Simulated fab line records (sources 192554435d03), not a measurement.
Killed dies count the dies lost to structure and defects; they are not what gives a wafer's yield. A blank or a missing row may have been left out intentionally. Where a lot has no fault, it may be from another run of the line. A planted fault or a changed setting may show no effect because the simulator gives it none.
Which tool did it? || flow n5 finfet || 24 wafers from 8 lots sampled at 8 of the route's 1938 steps

WHAT THE GAUGES SHOWED, per wafer
N5_FIN_SAQP_INSPECT_40: inspects for defects (brightfield). Usual: raw defect count at 247, with a standard deviation of 66.
{"lot": "L797", "measured": "day 2 04:37", "on": "defect inspect-01", "raw defect count": "292 335 425", "flag": ""}
{"lot": "L801", "measured": "day 3 03:34", "on": "defect inspect-02", "raw defect count": "181 239 183", "flag": ""}
{"lot": "L809", "measured": "day 5 02:27", "on": "defect inspect-02", "raw defect count": "897 191 154", "flag": ""}
{"lot": "L813", "measured": "day 6 01:56", "on": "defect inspect-02", "raw defect count": "309 321 285", "flag": ""}
{"lot": "L814", "measured": "day 6 07:48", "on": "defect inspect-01", "raw defect count": "195 306 235", "flag": ""}
{"lot": "L815", "measured": "day 6 13:47", "on": "defect inspect-02", "raw defect count": "409 444 366", "flag": ""}
{"lot": "L819", "measured": "day 7 14:57", "on": "defect inspect-01", "raw defect count": "297 137 210", "flag": ""}
{"lot": "L820", "measured": "day 7 20:21", "on": "defect inspect-01", "raw defect count": "326 227 345", "flag": ""}

N5_FIN_CUT_INSPECT_10: inspects for defects (brightfield). Usual: raw defect count at 44, with a standard deviation of 13.
{"lot": "L797", "measured": "day 2 05:08", "on": "defect inspect-01", "raw defect count": "61 79 74", "flag": ""}
{"lot": "L801", "measured": "day 3 03:58", "on": "defect inspect-01", "raw defect count": "39 37 39", "flag": ""}
{"lot": "L809", "measured": "day 5 02:58", "on": "defect inspect-01", "raw defect count": "736 30 31", "flag": "OFF"}
{"lot": "L813", "measured": "day 6 02:28", "on": "defect inspect-01", "raw defect count": "59 67 49", "flag": ""}
{"lot": "L814", "measured": "day 6 08:19", "on": "defect inspect-02", "raw defect count": "29 49 41", "flag": ""}
{"lot": "L815", "measured": "day 6 14:17", "on": "defect inspect-01", "raw defect count": "84 79 70", "flag": ""}
{"lot": "L819", "measured": "day 7 15:20", "on": "defect inspect-01", "raw defect count": "47 21 40", "flag": ""}
{"lot": "L820", "measured": "day 7 20:44", "on": "defect inspect-01", "raw defect count": "51 48 65", "flag": ""}

N5_FIN_CUT_INSPECT_17: inspects for defects (brightfield). Usual: raw defect count at 252, with a standard deviation of 66.
{"lot": "L797", "measured": "day 2 06:22", "on": "defect inspect-02", "raw defect count": "271 318 388", "flag": ""}
{"lot": "L801", "measured": "day 3 04:55", "on": "defect inspect-01", "raw defect count": "214 273 211", "flag": ""}
{"lot": "L809", "measured": "day 5 04:23", "on": "defect inspect-02", "raw defect count": "881 187 147", "flag": ""}
{"lot": "L813", "measured": "day 6 03:26", "on": "defect inspect-02", "raw defect count": "300 323 274", "flag": ""}
{"lot": "L814", "measured": "day 6 09:16", "on": "defect inspect-01", "raw defect count": "192 323 235", "flag": ""}
{"lot": "L815", "measured": "day 6 15:15", "on": "defect inspect-01", "raw defect count": "415 509 410", "flag": ""}
{"lot": "L819", "measured": "day 7 16:17", "on": "defect inspect-01", "raw defect count": "291 167 203", "flag": ""}
{"lot": "L820", "measured": "day 7 21:47", "on": "defect inspect-02", "raw defect count": "313 218 331", "flag": ""}

N5_BEOL_M4_RC_MEAS_101. Usual: DIBL_N 36.1 mV/V, standard deviation 1.6; DIBL_P 35.7 mV/V, standard deviation 1.8; IOFF_N 0.159 nA/um, standard deviation 0.027; IOFF_P 0.21 nA/um, standard deviation 0.03; ION_N 673 uA/um, standard deviation 10; ION_P 462 uA/um, standard deviation 7.4; SS_N 71.4 mV/dec, standard deviation 0.56; SS_P 73.2 mV/dec, standard deviation 0.61; VT_N 249.7 mV, standard deviation 3; VT_P -250 mV, standard deviation 3.1.
{"lot": "L797", "measured": "day 7 22:14", "on": "prober-01", "DIBL_N (mV/V)": "33.2 34.0 32.9", "DIBL_P (mV/V)": "33.2 35.0 32.9", "IOFF_N (nA/um)": "0.118 0.134 0.122", "IOFF_P (nA/um)": "0.19 0.22 0.19", "ION_N (uA/um)": "664 661 661", "ION_P (uA/um)": "460 466 459", "SS_N (mV/dec)": "70.7 71.5 71.3", "SS_P (mV/dec)": "72.6 73.1 72.2", "VT_N (mV)": "253.6 251.4 250.9", "VT_P (mV)": "-248 -249 -250", "flag": ""}
{"lot": "L801", "measured": "day 8 17:10", "on": "prober-02", "DIBL_N (mV/V)": "37.9 36.6 39.2", "DIBL_P (mV/V)": "37.4 35.8 38.7", "IOFF_N (nA/um)": "0.156 0.136 0.189", "IOFF_P (nA/um)": "0.19 0.18 0.24", "ION_N (uA/um)": "664 662 678", "ION_P (uA/um)": "448 451 458", "SS_N (mV/dec)": "71.6 71.7 72.0", "SS_P (mV/dec)": "73.6 73.1 73.8", "VT_N (mV)": "252.5 253.1 248.9", "VT_P (mV)": "-253 -254 -251", "flag": ""}
{"lot": "L809", "measured": "day 10 21:25", "on": "prober-01", "DIBL_N (mV/V)": "38.7 37.7 36.6", "DIBL_P (mV/V)": "37.3 36.7 34.5", "IOFF_N (nA/um)": "0.185 0.170 0.151", "IOFF_P (nA/um)": "0.24 0.22 0.19", "ION_N (uA/um)": "683 676 654", "ION_P (uA/um)": "466 463 450", "SS_N (mV/dec)": "71.8 71.8 71.3", "SS_P (mV/dec)": "73.4 74.3 73.6", "VT_N (mV)": "248.5 249.2 253.6", "VT_P (mV)": "-250 -248 -251", "flag": ""}
{"lot": "L813", "measured": "day 11 15:35", "on": "prober-02", "DIBL_N (mV/V)": "36.1 35.4 37.2", "DIBL_P (mV/V)": "36.2 35.9 38.5", "IOFF_N (nA/um)": "0.161 0.151 0.198", "IOFF_P (nA/um)": "0.22 0.22 0.26", "ION_N (uA/um)": "682 681 694", "ION_P (uA/um)": "473 466 471", "SS_N (mV/dec)": "72.0 71.7 71.3", "SS_P (mV/dec)": "72.8 73.7 72.9", "VT_N (mV)": "248.9 250.4 244.0", "VT_P (mV)": "-245 -246 -246", "flag": ""}
{"lot": "L814", "measured": "day 12 12:33", "on": "prober-02", "DIBL_N (mV/V)": "35.1 38.1 35.5", "DIBL_P (mV/V)": "36.0 38.5 36.5", "IOFF_N (nA/um)": "0.152 0.243 0.172", "IOFF_P (nA/um)": "0.20 0.25 0.20", "ION_N (uA/um)": "684 688 685", "ION_P (uA/um)": "468 466 461", "SS_N (mV/dec)": "71.3 72.3 72.0", "SS_P (mV/dec)": "72.8 73.2 72.8", "VT_N (mV)": "249.8 242.1 246.1", "VT_P (mV)": "-252 -249 -249", "flag": ""}
{"lot": "L815", "measured": "day 12 17:29", "on": "prober-01", "DIBL_N (mV/V)": "35.4 38.7 39.3", "DIBL_P (mV/V)": "35.2 38.5 38.7", "IOFF_N (nA/um)": "0.131 0.195 0.200", "IOFF_P (nA/um)": "0.18 0.23 0.23", "ION_N (uA/um)": "675 679 686", "ION_P (uA/um)": "462 463 466", "SS_N (mV/dec)": "70.7 71.5 71.9", "SS_P (mV/dec)": "72.7 74.0 74.1", "VT_N (mV)": "249.4 246.7 248.2", "VT_P (mV)": "-251 -249 -246", "flag": ""}
{"lot": "L819", "measured": "day 15 05:43", "on": "prober-01", "DIBL_N (mV/V)": "35.2 34.7 36.7", "DIBL_P (mV/V)": "34.8 33.7 36.9", "IOFF_N (nA/um)": "0.156 0.139 0.201", "IOFF_P (nA/um)": "0.22 0.20 0.26", "ION_N (uA/um)": "662 670 694", "ION_P (uA/um)": "460 468 482", "SS_N (mV/dec)": "71.1 70.9 71.0", "SS_P (mV/dec)": "73.1 72.1 73.1", "VT_N (mV)": "247.2 251.6 243.3", "VT_P (mV)": "-244 -245 -242", "flag": ""}
{"lot": "L820", "measured": "day 14 16:55", "on": "prober-02", "DIBL_N (mV/V)": "34.9 40.0 37.2", "DIBL_P (mV/V)": "33.0 39.2 35.1", "IOFF_N (nA/um)": "0.124 0.210 0.147", "IOFF_P (nA/um)": "0.19 0.30 0.23", "ION_N (uA/um)": "667 684 675", "ION_P (uA/um)": "465 473 478", "SS_N (mV/dec)": "70.6 71.4 70.6", "SS_P (mV/dec)": "72.9 75.1 73.6", "VT_N (mV)": "250.1 246.3 249.8", "VT_P (mV)": "-249 -246 -248", "flag": ""}

EACH LOT AND THE TOOL THAT RAN IT (in order: tool; ch and the chambers of the sampled wafers; start)
{"lot": "L797", "N5_FIN_SAQP_ETCH_65": "rie si-02 ch 0,1,2, day 2 00:41", "N5_FIN_SAQP_ETCH_67": "rie diel-01 ch 2,3, day 2 01:22", "N5_FIN_SAQP_STRIP_70": "rie diel-01 ch 2,3, day 2 01:25", "N5_FIN_SAQP_RECESS_71": "vapor etch-01 ch 0,1, day 2 01:28"}
{"lot": "L801", "N5_FIN_SAQP_ETCH_65": "rie si-02 ch 0,1,3, day 3 01:25", "N5_FIN_SAQP_ETCH_67": "rie diel-03 ch 0,1,2, day 3 02:03", "N5_FIN_SAQP_STRIP_70": "rie diel-03 ch 0,1,2, day 3 02:05", "N5_FIN_SAQP_RECESS_71": "vapor etch-01 ch 0,1, day 3 02:09"}
{"lot": "L809", "N5_FIN_SAQP_ETCH_65": "rie si-02 ch 0,1,3, day 5 00:13", "N5_FIN_SAQP_ETCH_67": "rie diel-03 ch 0,2,3, day 5 00:50", "N5_FIN_SAQP_STRIP_70": "rie diel-03 ch 0,2,3, day 5 00:53", "N5_FIN_SAQP_RECESS_71": "vapor etch-02 ch 0,1, day 5 01:12"}
{"lot": "L813", "N5_FIN_SAQP_ETCH_65": "rie si-05 ch 0,3, day 5 23:58", "N5_FIN_SAQP_ETCH_67": "rie diel-06 ch 0,3, day 6 00:35", "N5_FIN_SAQP_STRIP_70": "rie diel-06 ch 0,3, day 6 00:38", "N5_FIN_SAQP_RECESS_71": "vapor etch-02 ch 0,1, day 6 00:41"}
{"lot": "L814", "N5_FIN_SAQP_ETCH_65": "rie si-02 ch 1,2,3, day 6 05:44", "N5_FIN_SAQP_ETCH_67": "rie diel-01 ch 0,2,3, day 6 06:26", "N5_FIN_SAQP_STRIP_70": "rie diel-01 ch 0,2,3, day 6 06:28", "N5_FIN_SAQP_RECESS_71": "vapor etch-02 ch 0,1, day 6 06:32"}
{"lot": "L815", "N5_FIN_SAQP_ETCH_65": "rie si-03 ch 1,2,3, day 6 11:49", "N5_FIN_SAQP_ETCH_67": "rie diel-01 ch 0,1, day 6 12:26", "N5_FIN_SAQP_STRIP_70": "rie diel-01 ch 0,1, day 6 12:28", "N5_FIN_SAQP_RECESS_71": "vapor etch-02 ch 0,1, day 6 12:32"}
{"lot": "L819", "N5_FIN_SAQP_ETCH_65": "rie si-02 ch 1,2,3, day 7 12:19", "N5_FIN_SAQP_ETCH_67": "rie diel-06 ch 0,1,3, day 7 12:59", "N5_FIN_SAQP_STRIP_70": "rie diel-06 ch 0,1,3, day 7 13:02", "N5_FIN_SAQP_RECESS_71": "vapor etch-01 ch 0,1, day 7 13:05"}
{"lot": "L820", "N5_FIN_SAQP_ETCH_65": "rie si-05 ch 0,1,3, day 7 18:14", "N5_FIN_SAQP_ETCH_67": "rie diel-01 ch 1,2,3, day 7 18:52", "N5_FIN_SAQP_STRIP_70": "rie diel-01 ch 1,2,3, day 7 18:54", "N5_FIN_SAQP_RECESS_71": "vapor etch-02 ch 0,1, day 7 18:58"}
- N5_FIN_SAQP_ETCH_65: etches SiO2 in CF4, target depth 4 nm, time 4.4 s.
- N5_FIN_SAQP_ETCH_67: etches SiNx in CH3F/O2, target depth 30 nm.
- N5_FIN_SAQP_STRIP_70: strips in N2/H2.
- N5_FIN_SAQP_RECESS_71: chemistry HF/NH3, target SiO2, target depth 3 nm, afs cycles 1, sublimation time 60 s.

AS READ BY THE TOOLS THEMSELVES (means over the sampled wafers that have a number; for cases with no such wafer, the mark the record gives instead)
N5_FIN_SAQP_ETCH_65. Usual: drypump motor current A 5.4 A, standard deviation 0.44; oes product au 1.011 a.u., standard deviation 0.019; throttle valve pct 21.91 %, standard deviation 0.15.
{"lot": "L797", "tool": "rie si-02", "drypump motor current A (A)": 5.4, "oes product au (a.u.)": 1.024, "throttle valve pct (%)": 21.87, "flag": ""}
{"lot": "L801", "tool": "rie si-02", "drypump motor current A (A)": 5.3, "oes product au (a.u.)": 1.013, "throttle valve pct (%)": 21.92, "flag": ""}
{"lot": "L809", "tool": "rie si-02", "drypump motor current A (A)": 5.3, "oes product au (a.u.)": 1.016, "throttle valve pct (%)": 21.92, "flag": ""}
{"lot": "L813", "tool": "rie si-05", "drypump motor current A (A)": 5.4, "oes product au (a.u.)": 1.013, "throttle valve pct (%)": 21.77, "flag": ""}
{"lot": "L814", "tool": "rie si-02", "drypump motor current A (A)": 5.6, "oes product au (a.u.)": 1.021, "throttle valve pct (%)": 21.99, "flag": ""}
{"lot": "L815", "tool": "rie si-03", "drypump motor current A (A)": 5.4, "oes product au (a.u.)": 1.005, "throttle valve pct (%)": 21.86, "flag": ""}
{"lot": "L819", "tool": "rie si-02", "drypump motor current A (A)": 5.6, "oes product au (a.u.)": 1.021, "throttle valve pct (%)": 21.99, "flag": ""}
{"lot": "L820", "tool": "rie si-05", "drypump motor current A (A)": 5.3, "oes product au (a.u.)": 1.008, "throttle valve pct (%)": 21.85, "flag": ""}

N5_FIN_SAQP_ETCH_67. Usual: O2_flow_sccm 20.01 sccm, standard deviation 0.056; drypump motor current A 5.57 A, standard deviation 0.28; oes product au 0.80 a.u., standard deviation 0.082; rf vpp V 295 V, standard deviation 6.4; showerhead plenum p Torr 2.04 Torr, standard deviation 0.057; throttle valve pct 16.4 %, standard deviation 0.34.
{"lot": "L797", "tool": "rie diel-01", "O2_flow_sccm (sccm)": 19.96, "drypump motor current A (A)": 5.60, "oes product au (a.u.)": 0.71, "rf vpp V (V)": 300, "showerhead plenum p Torr (Torr)": 2.04, "throttle valve pct (%)": 16.5, "flag": ""}
{"lot": "L801", "tool": "rie diel-03", "O2_flow_sccm (sccm)": 19.99, "drypump motor current A (A)": 5.77, "oes product au (a.u.)": 0.76, "rf vpp V (V)": 301, "showerhead plenum p Torr (Torr)": 2.03, "throttle valve pct (%)": 16.5, "flag": ""}
{"lot": "L809", "tool": "rie diel-03", "O2_flow_sccm (sccm)": 20.02, "drypump motor current A (A)": 5.58, "oes product au (a.u.)": 0.72, "rf vpp V (V)": 298, "showerhead plenum p Torr (Torr)": 2.03, "throttle valve pct (%)": 16.5, "flag": ""}
{"lot": "L813", "tool": "rie diel-06", "O2_flow_sccm (sccm)": 20.02, "drypump motor current A (A)": 5.63, "oes product au (a.u.)": 0.81, "rf vpp V (V)": 290, "showerhead plenum p Torr (Torr)": 1.99, "throttle valve pct (%)": 16.3, "flag": ""}
{"lot": "L814", "tool": "rie diel-01", "O2_flow_sccm (sccm)": 19.95, "drypump motor current A (A)": 5.64, "oes product au (a.u.)": 0.83, "rf vpp V (V)": 300, "showerhead plenum p Torr (Torr)": 2.05, "throttle valve pct (%)": 16.2, "flag": ""}
{"lot": "L815", "tool": "rie diel-01", "O2_flow_sccm (sccm)": 20.05, "drypump motor current A (A)": 5.64, "oes product au (a.u.)": 0.84, "rf vpp V (V)": 298, "showerhead plenum p Torr (Torr)": 2.10, "throttle valve pct (%)": 16.1, "flag": ""}
{"lot": "L819", "tool": "rie diel-06", "O2_flow_sccm (sccm)": 19.98, "drypump motor current A (A)": 5.55, "oes product au (a.u.)": 0.75, "rf vpp V (V)": 288, "showerhead plenum p Torr (Torr)": 2.02, "throttle valve pct (%)": 16.5, "flag": ""}
{"lot": "L820", "tool": "rie diel-01", "O2_flow_sccm (sccm)": 20.01, "drypump motor current A (A)": 5.55, "oes product au (a.u.)": 0.78, "rf vpp V (V)": 300, "showerhead plenum p Torr (Torr)": 2.03, "throttle valve pct (%)": 16.4, "flag": ""}

N5_FIN_SAQP_STRIP_70. Usual: bias power w 27.99 W, standard deviation 0.073; drypump motor current A 5.58 A, standard deviation 0.28; oes product au 0.80 a.u., standard deviation 0.081; rf vpp V 122.1 V, standard deviation 0.91; showerhead plenum p Torr 3.43 Torr, standard deviation 0.096; throttle valve pct 19.0 %, standard deviation 0.53.
{"lot": "L797", "tool": "rie diel-01", "bias power w (W)": 27.98, "drypump motor current A (A)": 5.62, "oes product au (a.u.)": 0.71, "rf vpp V (V)": 121.5, "showerhead plenum p Torr (Torr)": 3.43, "throttle valve pct (%)": 19.5, "flag": ""}
{"lot": "L801", "tool": "rie diel-03", "bias power w (W)": 28.03, "drypump motor current A (A)": 5.80, "oes product au (a.u.)": 0.77, "rf vpp V (V)": 121.6, "showerhead plenum p Torr (Torr)": 3.38, "throttle valve pct (%)": 18.6, "flag": ""}
{"lot": "L809", "tool": "rie diel-03", "bias power w (W)": 28.01, "drypump motor current A (A)": 5.57, "oes product au (a.u.)": 0.74, "rf vpp V (V)": 122.1, "showerhead plenum p Torr (Torr)": 3.38, "throttle valve pct (%)": 18.8, "flag": ""}
{"lot": "L813", "tool": "rie diel-06", "bias power w (W)": 27.97, "drypump motor current A (A)": 5.66, "oes product au (a.u.)": 0.81, "rf vpp V (V)": 121.4, "showerhead plenum p Torr (Torr)": 3.35, "throttle valve pct (%)": 18.8, "flag": ""}
{"lot": "L814", "tool": "rie diel-01", "bias power w (W)": 28.04, "drypump motor current A (A)": 5.64, "oes product au (a.u.)": 0.84, "rf vpp V (V)": 121.2, "showerhead plenum p Torr (Torr)": 3.45, "throttle valve pct (%)": 19.0, "flag": ""}
{"lot": "L815", "tool": "rie diel-01", "bias power w (W)": 27.99, "drypump motor current A (A)": 5.67, "oes product au (a.u.)": 0.84, "rf vpp V (V)": 122.3, "showerhead plenum p Torr (Torr)": 3.56, "throttle valve pct (%)": 18.8, "flag": ""}
{"lot": "L819", "tool": "rie diel-06", "bias power w (W)": 28.03, "drypump motor current A (A)": 5.56, "oes product au (a.u.)": 0.75, "rf vpp V (V)": 121.3, "showerhead plenum p Torr (Torr)": 3.40, "throttle valve pct (%)": 19.1, "flag": ""}
{"lot": "L820", "tool": "rie diel-01", "bias power w (W)": 28.04, "drypump motor current A (A)": 5.56, "oes product au (a.u.)": 0.78, "rf vpp V (V)": 122.6, "showerhead plenum p Torr (Torr)": 3.42, "throttle valve pct (%)": 19.2, "flag": ""}

N5_FIN_SAQP_RECESS_71. Usual: drypump motor current A at 5.6 A, with a standard deviation of 0.55.
{"lot": "L797", "tool": "vapor etch-01", "drypump motor current A (A)": 5.9, "flag": ""}
{"lot": "L801", "tool": "vapor etch-01", "drypump motor current A (A)": 6.0, "flag": ""}
{"lot": "L809", "tool": "vapor etch-02", "drypump motor current A (A)": 5.2, "flag": ""}
{"lot": "L813", "tool": "vapor etch-02", "drypump motor current A (A)": 5.1, "flag": ""}
{"lot": "L814", "tool": "vapor etch-02", "drypump motor current A (A)": 5.1, "flag": ""}
{"lot": "L815", "tool": "vapor etch-02", "drypump motor current A (A)": 5.1, "flag": ""}
{"lot": "L819", "tool": "vapor etch-01", "drypump motor current A (A)": 6.0, "flag": ""}
{"lot": "L820", "tool": "vapor etch-02", "drypump motor current A (A)": 5.1, "flag": ""}

THE ANSWER, worked out from the rows above alone
Rule: take the mean of a lot's wafers that have a number; if it is more than 3 standard deviations from the usual mean, the lot is off. Also off: a lot with no number at a reading for which 4 or more lots have one. Any other lot the step has rows for is counted as sound. The gauges are gone through in route order, then the tools' own readings, and for those a lot's mean is taken as printed above. The first step at which some lot is off is used, and at that step the reading that is off furthest; a lot without a number counts as furthest.
Off, at N5_FIN_CUT_INSPECT_10 on raw defect count: L809.
If a tool, at a process step before that reading, ran all the lots that are off and no sound lot after the first of them, it fits. Gauges at N5_FIN_CUT_INSPECT_10: tried the same way as those tools. One candidate fits, namely rie diel-03 at N5_FIN_SAQP_ETCH_67 and N5_FIN_SAQP_STRIP_70. At N5_FIN_SAQP_ETCH_67 its last sound lot is L801 (day 3 02:03), its first lot that is off L809 (day 5 00:50): a fault that began between those two fits.

WHAT HAD BEEN PUT IN BY THE SIMULATOR
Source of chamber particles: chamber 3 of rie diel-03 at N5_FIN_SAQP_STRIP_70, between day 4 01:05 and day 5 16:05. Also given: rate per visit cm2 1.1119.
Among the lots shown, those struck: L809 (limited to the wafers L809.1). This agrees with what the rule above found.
